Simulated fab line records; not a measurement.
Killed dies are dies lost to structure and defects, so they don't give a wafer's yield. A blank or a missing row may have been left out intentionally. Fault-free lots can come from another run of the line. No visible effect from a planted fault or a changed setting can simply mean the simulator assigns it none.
Matching of chambers	flow n5_finfet	N5_SDB_ETCH_18 on rie_diel-04 has 4 sister chambers
The step etches SOC in N2/H2, target depth 100 nm, overetch 20 nm, time 150 s. 14 wafers are shown with their chamber, then 7 later ones without.

== WAFERS PAIRED WITH THEIR CHAMBERS ==
wafer	chamber	showerhead_plenum_p_Torr (Torr)	drypump_motor_current_A (A)	rf_vpp_V (V)
L076.2	3	2.71	6.0	528.1
L076.4	2	2.49	5.9	522.3
L076.6	3	2.71	6.0	527.5
L079.1	3	2.71	6.0	528.8
L079.4	2	2.49	5.9	523.3
L079.6	3	2.71	6.0	528.6
L087.2	1	2.50	5.9	523.1
L087.5	1	2.50	5.9	522.2
L087.6	2	2.48	5.8	522.8
L089.2	0	2.50	6.5	522.7
L089.3	3	2.70	6.0	529.2
L089.6	2	2.48	5.9	521.9
L094.2	1	2.50	5.9	523.2
L094.3	2	2.47	5.9	521.4

SIGNATURES (means of the wafers above)
reading	chamber 0	chamber 1	chamber 2	chamber 3	scatter within a chamber
showerhead_plenum_p_Torr	2.5000	2.5000	2.4820	2.7080	0.006
drypump_motor_current_A	6.500	5.900	5.880	6.000	0.0283
rf_vpp_V	522.700	522.833	522.340	528.440	0.675
Rule: distance of a wafer from a chamber = root of the sum over the readings of ((wafer's reading minus chamber's mean) / reading's scatter) squared. The wafer belongs to the nearest chamber; if the next one is less than 2 further off, it can't be placed. The scatter is the square root of a quotient: the sum, over the shown wafers, of each reading's squared deviation from its chamber's mean, divided by wafers minus chambers.

== WAFERS WITHOUT THEIR CHAMBER ==
wafer	showerhead_plenum_p_Torr (Torr)	drypump_motor_current_A (A)	rf_vpp_V (V)
L094.4	2.49	6.5	522.6
L095.1	2.69	6.0	528.6
L095.3	2.47	5.9	522.3
L095.4	2.69	6.0	527.7
L096.2	2.47	5.9	522.9
L096.3	2.69	6.0	525.9
L096.6	2.50	5.9	522.6

== EACH ONE'S CHAMBER ==
wafer	from the rows above	in truth
L094.4	0	0
L095.1	3	3
L095.3	2	2
L095.4	3	3
L096.2	2	2
L096.3	3	3
L096.6	1	1
Placed correctly: 7 of 7. Not placeable from these rows: 0. 0 placed wrongly.
